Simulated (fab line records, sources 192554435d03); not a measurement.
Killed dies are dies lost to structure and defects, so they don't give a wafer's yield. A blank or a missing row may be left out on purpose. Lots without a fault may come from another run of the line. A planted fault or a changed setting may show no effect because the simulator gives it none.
A struck lot beside a sound one | flow n5_finfet | 15 steps out of a route of 1938
Sound: wafers L142.4, L142.5, L142.6. Struck: wafer L150.3. (L150.2, L150.4 of the same lot were not struck and are left out.) The cause comes at the end.
At each step with rows: each side's tool, then ch and its chambers, then its first start. Under that, the readings that differ: sound wafers | struck wafers | difference of the means | sigmas: that difference in standard deviations of wafers without a fault.
alike: readings whose means differ by less than 2 such deviations, and words and numbers that are the same on both sides. not compared: withheld readings, readings that some wafer has no value for, bounds like >300 that may hide the same value, and numbers for which the record gives no deviation and whose values overlap.
The two part at a step that has a row with sigmas, a row that says differs or no value, or rows on one side only. Numbers that don't overlap but have no deviation are shown without sigmas and don't part them. A reading that every wafer of one side lacks parts them only if that side has two wafers or more.

first, 3 steps without rows for these wafers: N5_BEOL_M5_EXPOSE_25 (exposes mask V4, defocus 10 nm); N5_BEOL_M5_PEB_26 (peb time 60 s); N5_BEOL_M5_DEVELOP_27 (develop time 30 s).
N5_BEOL_M5_CD_MEAS_28: target cd 30.6 nm, target cd y 20 nm.
  sound on cd_sem-03 ch 0, day 9 05:29; struck on cd_sem-01 ch 0, day 10 15:13
  alike: cd_nm
N5_BEOL_M5_OVL_MEAS_29:
  sound on overlay-01 ch 0, day 9 05:32; struck on overlay-01 ch 0, day 10 15:16
  alike: V4_OVL
N5_BEOL_M5_INSPECT_30: inspects for defects (brightfield).
  sound on defect_inspect-01, day 9 05:35; struck on defect_inspect-01, day 10 15:19
  alike: raw_defect_count
N5_BEOL_M5_DESCUM_33: chemistry O2, time 7 s.
  sound on rie_diel-06 ch 0,1,2, day 9 05:37; struck on rie_diel-02 ch 1, day 10 15:43
  reading            | sound             | struck | difference | sigmas
  rf_fwd_power_W (W) | 48.89 49.51 49.34 | 49.77  | +0.52      | +2
  rf_vpp_V (V)       | 241.4 241.4 243.8 | 245.7  | +3.5       | +2
  alike: drypump_motor_current_A, oes_product_au, showerhead_plenum_p_Torr, throttle_valve_pct
  not compared: rf_hours_counter_h
N5_BEOL_M5_ETCH_75: etches underlayer in N2/H2, target depth 6.5 nm, time 5.2 s.
  sound on rie_diel-06 ch 0,1,2, day 9 05:39; struck on rie_diel-02 ch 1, day 10 15:45
  reading            | sound             | struck | difference | sigmas
  rf_fwd_power_W (W) | 821.5 821.5 816.4 | 813.7  | -6.1       | -2
  alike: bias_w, drypump_motor_current_A, etch_rf_on_time_s, oes_product_au, rf_vpp_V, showerhead_plenum_p_Torr, throttle_valve_pct
  not compared: rf_hours_counter_h
N5_BEOL_M5_ETCH_67: etches SiARC in CF4, target depth 15.6 nm, time 26 s.
  sound on rie_diel-06 ch 0,1,2, day 9 05:40; struck on rie_diel-02 ch 1, day 10 15:46
  alike: bias_w, drypump_motor_current_A, etch_rf_on_time_s, oes_product_au, rf_fwd_power_W, rf_vpp_V, showerhead_plenum_p_Torr, throttle_valve_pct
  not compared: rf_hours_counter_h
N5_BEOL_M5_ETCH_68: etches SOC in N2/H2, target depth 80 nm, overetch 16 nm, time 120 s.
  sound on rie_diel-06 ch 0,1,2, day 9 05:41; struck on rie_diel-02 ch 1, day 10 15:48
  alike: bias_w, drypump_motor_current_A, oes_product_au, rf_fwd_power_W, rf_vpp_V, showerhead_plenum_p_Torr, throttle_valve_pct
  not compared: rf_hours_counter_h
then, 2 steps without rows for these wafers: N5_BEOL_M5_STRIP_69 (strips in N2/H2); N5_BEOL_M5_STRIP_76 (strips in N2/H2).
N5_BEOL_M5_VIA_ETCH_34: etches SiCOH lowk in C4F6/O2, target depth 88.3 nm, time 39.2 s.
  sound on rie_diel-06 ch 0,1,2, day 9 05:47; struck on rie_diel-02 ch 1, day 10 15:54
  reading                  | sound             | struck | difference | sigmas
  bias_w (W)               | 184.9 185.4 184.1 | 160.9  | -23.9      | -42
  rf_vpp_V (V)             | 662 651 672       | 586    | -76        | -9
  model.etch.depth_nm (nm) | 85.85 87.74 86.46 | 85.06  | -1.62      |
  alike: drypump_motor_current_A, oes_product_au, rf_fwd_power_W, showerhead_plenum_p_Torr, throttle_valve_pct
  not compared: rf_hours_counter_h
then, 1 step without rows for these wafers: N5_BEOL_M5_STRIP_85 (strips in C4F6/O2).
N5_PASSIVATION_PROBE_49:
  the record has rows for the sound wafers here (prober-02, day 13 12:26) and none for the struck ones

WHERE THEY PART
First at N5_BEOL_M5_DESCUM_33; last, within this record, at N5_PASSIVATION_PROBE_49.

WHY: what the simulator had put in
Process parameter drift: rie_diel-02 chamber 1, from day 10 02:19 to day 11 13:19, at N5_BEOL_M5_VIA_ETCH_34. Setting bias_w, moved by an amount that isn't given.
